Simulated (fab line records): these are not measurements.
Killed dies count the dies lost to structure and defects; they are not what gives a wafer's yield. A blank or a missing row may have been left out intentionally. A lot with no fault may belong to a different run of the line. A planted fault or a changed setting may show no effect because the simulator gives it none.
A struck lot beside a sound one / flow nand-harc / 13 out of 1302 route steps
Sound: wafers L190.1, L190.2, L190.3. Wafers struck: L202.1, L202.5, L202.6. The cause is named last.
Per side, at each step with rows, come the tool, then ch with its chambers, and then its first start. Under that, the readings that differ: sound wafers / struck wafers / difference of the means / sigmas: that difference in standard deviations of wafers without a fault.
alike: a reading whose means differ by less than 2 such deviations, as well as words and numbers matching on both sides. not compared: withheld readings; readings where some wafer has no value; bounds like >300 that might hide an equal value; numbers whose values overlap and for which the record gives no deviation.
Wherever a step has rows on one side only, a row that says differs or no value, or a row with sigmas, the two part there. Numbers that have no deviation but don't overlap get no sigmas and don't part them. A reading missing from all wafers of one side parts the sides only when that side holds two or more wafers.

first, 1 step without rows for these wafers: NHARC_A_ONON_D1_DEP_19 (target thk 1000 nm).
NHARC_A_ONON_D1_THK_MEAS_21: measures by ellipsometry.
  struck on film-metro-02, day 17 09:46; sound on film-metro-01, day 12 07:05
  alike: thk-nm
next comes 1 step that has no rows for these wafers: NHARC_A_ONON_D1_DEP_22 (target thickness 1000 nm).
NHARC_A_ONON_D1_THK_MEAS_24: measures by ellipsometry.
  struck on film-metro-02, day 17 10:19; sound on film-metro-02, day 12 07:39
  alike: thk-nm
next comes 1 step that has no rows for these wafers: NHARC_A_ONON_D1_DEP_25 (target thickness 1000 nm).
NHARC_A_ONON_D1_THK_MEAS_27: measures by ellipsometry.
  struck on film-metro-02, day 17 10:53; sound on film-metro-02, day 12 08:13
  alike: thk-nm
next comes 1 step that has no rows for these wafers: NHARC_A_ONON_D1_DEP_28 (target thickness 1000 nm).
NHARC_A_ONON_D1_THK_MEAS_30: measures by ellipsometry.
  struck on film-metro-02, day 17 11:27; sound on film-metro-02, day 12 08:59
  alike: thk-nm
NHARC_A_ONON_D1_DEP_33: deposits SiO2, target thk 200 nm.
  sound on pecvd-01 ch 0,1,2, day 12 09:02; struck on pecvd-01 ch 0,1,2, day 17 11:34
  alike: heater-power-w, throttle-valve-pct
NHARC_A_ONON_D1_THK_MEAS_34: measures by ellipsometry.
  struck on film-metro-02, day 17 11:55; sound on film-metro-02, day 12 09:28
  alike: thk-nm
NHARC_A_ONON_D1_INSPECT_32:
  struck on defect-inspect-02, day 17 12:01; sound on defect-inspect-01, day 12 09:32
  alike: raw-defect-count
NHARC_A_CHANNEL_HOLE_D1_DEP_00: deposits aC, target thk 3100 nm.
  sound on acl-dep-03 ch 0, day 12 09:37; struck on acl-dep-01 ch 0, day 17 17:26
  alike: throttle-valve-pct
NHARC_A_CHANNEL_HOLE_D1_DEP_01: deposits SiON, target thk 140 nm.
  sound on pecvd-02 ch 0,1,2, day 12 11:34; struck on pecvd-01 ch 0,1, day 17 19:34
  alike: heater-power-w

## WHERE THEY PART
Nowhere in this record.

WHY: what the simulator had put in
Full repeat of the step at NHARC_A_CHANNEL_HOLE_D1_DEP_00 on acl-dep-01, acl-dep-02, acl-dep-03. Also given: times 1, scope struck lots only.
